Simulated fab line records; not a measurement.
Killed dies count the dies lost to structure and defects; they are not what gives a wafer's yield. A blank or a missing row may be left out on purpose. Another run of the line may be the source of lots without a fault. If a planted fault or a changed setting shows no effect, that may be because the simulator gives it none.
What tool caused it? + flow nand harc + 15 lots, 45 wafers sampled, at 4 steps of a route of 1159

WHAT EACH GAUGE READ, for each wafer
The record holds no reading of a measuring or inspecting step that can be judged against a usual standard deviation.

EACH LOT AND THE TOOL THAT RAN IT (in order: tool; ch and the chambers of the sampled wafers; start)
| lot  | NHARC_P_ZERO_WELL_ETCH_63       | NHARC_P_ZERO_WELL_DESCUM_54       | NHARC_P_STI_DEVELOP_08           | NHARC_P_CONTACT_DEP_00       |
|------|---------------------------------|-----------------------------------|----------------------------------|------------------------------|
| L231 | rie si-05 ch 2,3, day 1 13:41   | rie diel-10 ch 0,3, day 1 18:07   | litho track-05 ch 0, day 2 13:00 | pecvd-04 ch 0,1,2, no start  |
| L232 | rie si-05 ch 0,1,3, day 1 19:40 | rie diel-11 ch 0,1,3, day 2 00:03 | litho track-03 ch 0, day 2 13:00 | pecvd-04 ch 0,1,2, no start  |
| L233 | rie si-05 ch 0,2,3, day 2 01:40 | rie diel-05 ch 2,3, day 2 05:47   | litho track-03 ch 0, day 3 01:00 | pecvd-04 ch 0,1,2, no start  |
| L235 | rie si-04 ch 0,2,3, day 2 13:41 | rie diel-05 ch 0,1,2, day 2 18:06 | litho track-03 ch 0, day 3 10:00 | pecvd-01 ch 0,1,2, no start  |
| L236 | rie si-02 ch 0,2,3, day 2 19:41 | rie diel-11 ch 0,1,2, day 3 00:05 | litho track-03 ch 0, day 3 17:00 | pecvd-01 ch 0,1,2, no start  |
| L237 | rie si-02 ch 1,2, day 3 01:40   | rie diel-11 ch 1,2,3, day 3 05:59 | litho track-02 ch 0, day 3 22:00 | pecvd-04 ch 0,1,2, no start  |
| L238 | rie si-05 ch 0,1,2, day 3 07:40 | rie diel-05 ch 1,2, day 3 11:55   | litho track-03 ch 0, day 4 07:00 | pecvd-01 ch 1,2, no start    |
| L239 | rie si-02 ch 0,1,2, day 3 13:48 | rie diel-10 ch 0,1,3, day 3 18:08 | litho track-03 ch 0, day 4 12:00 | pecvd-01 ch 0,1,2, no start  |
| L240 | rie si-04 ch 1,2, day 3 20:20   | rie diel-10 ch 1,2,3, day 4 00:37 | litho track-05 ch 0, day 4 18:00 | pecvd-03 ch 0,2, day 7 20:59 |
| L242 | rie si-02 ch 0,3, day 4 07:40   | rie diel-05 ch 0,1, day 4 11:49   | litho track-03, day 5 07:00      | -                            |
| L243 | rie si-04 ch 0,3, day 4 13:32   | rie diel-05 ch 0,1,3, day 4 17:42 | litho track-05, day 5 07:00      | -                            |
| L244 | rie si-05 ch 0,1,3, day 4 19:51 | rie diel-10 ch 0,1,3, day 5 00:05 | litho track-05, day 5 16:00      | -                            |
| L245 | rie si-04 ch 1,2,3, day 5 01:40 | rie diel-11 ch 0,1,3, day 5 06:04 | litho track-03 ch 0, day 6 00:00 | pecvd-01 ch 1,2, day 9 02:28 |
| L252 | rie si-05 ch 1,2,3, day 6 19:37 | rie diel-05 ch 1,2, day 6 23:59   | litho track-05 ch 0, day 7 13:00 | pecvd-01 ch 0,1, no start    |
| L254 | rie si-04 ch 0,2,3, day 7 07:32 | rie diel-11 ch 1,2, day 7 11:41   | litho track-03 ch 0, day 8 01:00 | pecvd-03 ch 0,1,2, no start  |
- NHARC_P_ZERO_WELL_ETCH_63: etches the open film in HBr/Cl2, target depth 120 nm, time 40.1 s.
- NHARC_P_ZERO_WELL_DESCUM_54: chemistry O2, time 3 s.
- NHARC_P_STI_DEVELOP_08: time 50 s.
- NHARC_P_CONTACT_DEP_00: deposits SiO2, target thk 500 nm.

AS READ BY THE TOOLS THEMSELVES (means over the sampled wafers that have a number; for cases with no such wafer, the mark the record gives instead)
NHARC_P_ZERO_WELL_ETCH_63. Usual: drypump motor current A 6.01 A, standard deviation 0.27; mfc cl2 sccm 49.98 sccm, standard deviation 0.16; oes product au 0.999 a.u., standard deviation 0.013; throttle valve pct 26.406 %, standard deviation 0.0091.
| lot  | tool      | drypump motor current A (A) | mfc cl2 sccm (sccm) | oes product au (a.u.) | throttle valve pct (%) | flag |
|------|-----------|-----------------------------|---------------------|-----------------------|------------------------|------|
| L231 | rie si-05 | 6.02                        | 50.13               | 1.006                 | 26.408                 |      |
| L232 | rie si-05 | 6.11                        | 49.97               | 1.005                 | 26.416                 |      |
| L233 | rie si-05 | 6.15                        | 49.92               | 0.995                 | 26.421                 |      |
| L235 | rie si-04 | 5.82                        | 49.75               | 0.997                 | 26.406                 |      |
| L236 | rie si-02 | 6.13                        | 49.94               | 1.000                 | 26.405                 |      |
| L237 | rie si-02 | 5.70                        | 50.26               | 1.002                 | 26.403                 |      |
| L238 | rie si-05 | 6.18                        | 49.90               | 0.993                 | 26.405                 |      |
| L239 | rie si-02 | 5.88                        | 49.94               | 1.000                 | 26.416                 |      |
| L240 | rie si-04 | 5.87                        | 49.98               | 1.002                 | 26.406                 |      |
| L242 | rie si-02 | 6.31                        | 50.00               | 0.993                 | 26.404                 |      |
| L243 | rie si-04 | 5.96                        | 50.04               | 0.991                 | 26.407                 |      |
| L244 | rie si-05 | 6.13                        | 50.02               | 0.993                 | 26.408                 |      |
| L245 | rie si-04 | 5.88                        | 49.83               | 0.996                 | 26.408                 |      |
| L252 | rie si-05 | 6.07                        | 50.07               | 1.001                 | 26.405                 |      |
| L254 | rie si-04 | 5.81                        | 50.04               | 0.987                 | 26.410                 |      |

NHARC_P_ZERO_WELL_DESCUM_54. Usual: drypump motor current A 5.8 A, standard deviation 0.46; mfc ar sccm 0.010 sccm, standard deviation 0.01; oes product au 1.004 a.u., standard deviation 0.016; rf vpp V 57.8 V, standard deviation 0.88; showerhead plenum p Torr 1.89 Torr, standard deviation 0.074; throttle valve pct 11.310 %, standard deviation 0.0091.
| lot  | tool        | drypump motor current A (A) | mfc ar sccm (sccm) | oes product au (a.u.) | rf vpp V (V) | showerhead plenum p Torr (Torr) | throttle valve pct (%) | flag |
|------|-------------|-----------------------------|--------------------|-----------------------|--------------|---------------------------------|------------------------|------|
| L231 | rie diel-10 | 6.3                         | 0.000              | 1.006                 | 57.2         | 1.86                            | 11.307                 |      |
| L232 | rie diel-11 | 5.9                         | 0.017              | 1.008                 | 57.0         | 1.90                            | 11.306                 |      |
| L233 | rie diel-05 | 5.1                         | 0.004              | 0.994                 | 57.0         | 1.86                            | 11.312                 |      |
| L235 | rie diel-05 | 5.6                         | 0.015              | 0.997                 | 57.8         | 1.83                            | 11.303                 |      |
| L236 | rie diel-11 | 6.1                         | 0.007              | 1.015                 | 58.2         | 1.88                            | 11.306                 |      |
| L237 | rie diel-11 | 6.1                         | 0.014              | 0.994                 | 58.5         | 1.92                            | 11.305                 |      |
| L238 | rie diel-05 | 5.2                         | 0.014              | 1.000                 | 57.0         | 1.84                            | 11.320                 |      |
| L239 | rie diel-10 | 5.9                         | 0.002              | 1.005                 | 58.1         | 1.91                            | 11.312                 |      |
| L240 | rie diel-10 | 5.7                         | 0.006              | 1.022                 | 58.4         | 1.99                            | 11.311                 |      |
| L242 | rie diel-05 | 5.8                         | 0.023              | 1.008                 | 56.3         | 1.82                            | 11.312                 |      |
| L243 | rie diel-05 | 5.7                         | 0.013              | 0.994                 | 57.6         | 1.84                            | 11.309                 |      |
| L244 | rie diel-10 | 5.8                         | 0.002              | 1.004                 | 57.7         | 1.91                            | 11.305                 |      |
| L245 | rie diel-11 | 5.9                         | 0.017              | 1.003                 | 58.3         | 1.90                            | 11.314                 |      |
| L252 | rie diel-05 | 5.4                         | 0.023              | 1.012                 | 57.8         | 1.84                            | 11.313                 |      |
| L254 | rie diel-11 | 6.1                         | 0.009              | 0.998                 | 57.8         | 1.87                            | 11.320                 |      |

NHARC_P_STI_DEVELOP_08. Usual: chill plate temp C 22.97 C, standard deviation 0.1; developer temp C 22.01 C, standard deviation 0.1; resist line temp C 22.98 C, standard deviation 0.1.
| lot  | tool           | chill plate temp C (C) | developer temp C (C) | resist line temp C (C) | flag |
|------|----------------|------------------------|----------------------|------------------------|------|
| L231 | litho track-05 | 22.94                  | 21.90                | 23.12                  |      |
| L232 | litho track-03 | 22.92                  | 21.87                | 22.99                  |      |
| L233 | litho track-03 | 22.96                  | 22.20                | 22.91                  |      |
| L235 | litho track-03 | 23.10                  | 22.04                | 22.93                  |      |
| L236 | litho track-03 | 22.92                  | 21.93                | 23.15                  |      |
| L237 | litho track-02 | 23.00                  | 22.04                | 22.87                  |      |
| L238 | litho track-03 | 23.04                  | 21.97                | 22.87                  |      |
| L239 | litho track-03 | 22.97                  | 22.15                | 23.05                  |      |
| L240 | litho track-05 | 22.96                  | 22.01                | 22.99                  |      |
| L242 | litho track-03 | -                      | -                    | -                      | OFF  |
| L243 | litho track-05 | -                      | -                    | -                      | OFF  |
| L244 | litho track-05 | -                      | -                    | -                      | OFF  |
| L245 | litho track-03 | 22.99                  | 22.11                | 22.92                  |      |
| L252 | litho track-05 | 23.01                  | 21.98                | 22.91                  |      |
| L254 | litho track-03 | 22.97                  | 22.08                | 22.99                  |      |

NHARC_P_CONTACT_DEP_00. Usual: flow sccm 2650 sccm, standard deviation 8.1; heater power w 601 W, standard deviation 96; throttle valve pct 15.9 %, standard deviation 0.61.
| lot  | tool     | flow sccm (sccm) | heater power w (W) | throttle valve pct (%) | flag |
|------|----------|------------------|--------------------|------------------------|------|
| L231 | pecvd-04 | 2651             | 552                | 16.0                   |      |
| L232 | pecvd-04 | 2649             | 541                | 15.9                   |      |
| L233 | pecvd-04 | 2645             | 512                | 15.8                   |      |
| L235 | pecvd-01 | 2659             | 601                | 16.1                   |      |
| L236 | pecvd-01 | 2656             | 701                | 16.0                   |      |
| L237 | pecvd-04 | 2657             | 510                | 16.0                   |      |
| L238 | pecvd-01 | 2644             | 661                | 16.6                   |      |
| L239 | pecvd-01 | 2646             | 660                | 16.1                   |      |
| L240 | pecvd-03 | 2647             | 539                | 15.4                   |      |
| L245 | pecvd-01 | 2653             | 672                | 16.3                   |      |
| L252 | pecvd-01 | 2656             | 710                | 15.9                   |      |
| L254 | pecvd-03 | 2647             | 603                | 15.5                   |      |

THE ANSWER, worked out from the rows above alone
Rule: lot off if the mean of its wafers having a number is beyond 3 standard deviations from the usual mean. Also off: a lot with no number at a reading for which 4 or more lots have one. Where the step has rows for the other lots, those lots are counted as sound. Order of review: gauges by route order, followed by the tools' own readings, for which a lot's mean as printed above is used. The first step at which some lot is off is used, and at that step the reading that is off furthest; a lot without a number counts as furthest.
Off: L242, L243, L244 (NHARC_P_STI_DEVELOP_08, chill plate temp C). Without a number there: L242, L243, L244.
If a tool, at that step or one of the process steps before it, ran each lot that is off and ran no sound lot following the first of them, it fits. No candidate that was tried fits.

WHAT THE SIMULATOR HAD PUT IN
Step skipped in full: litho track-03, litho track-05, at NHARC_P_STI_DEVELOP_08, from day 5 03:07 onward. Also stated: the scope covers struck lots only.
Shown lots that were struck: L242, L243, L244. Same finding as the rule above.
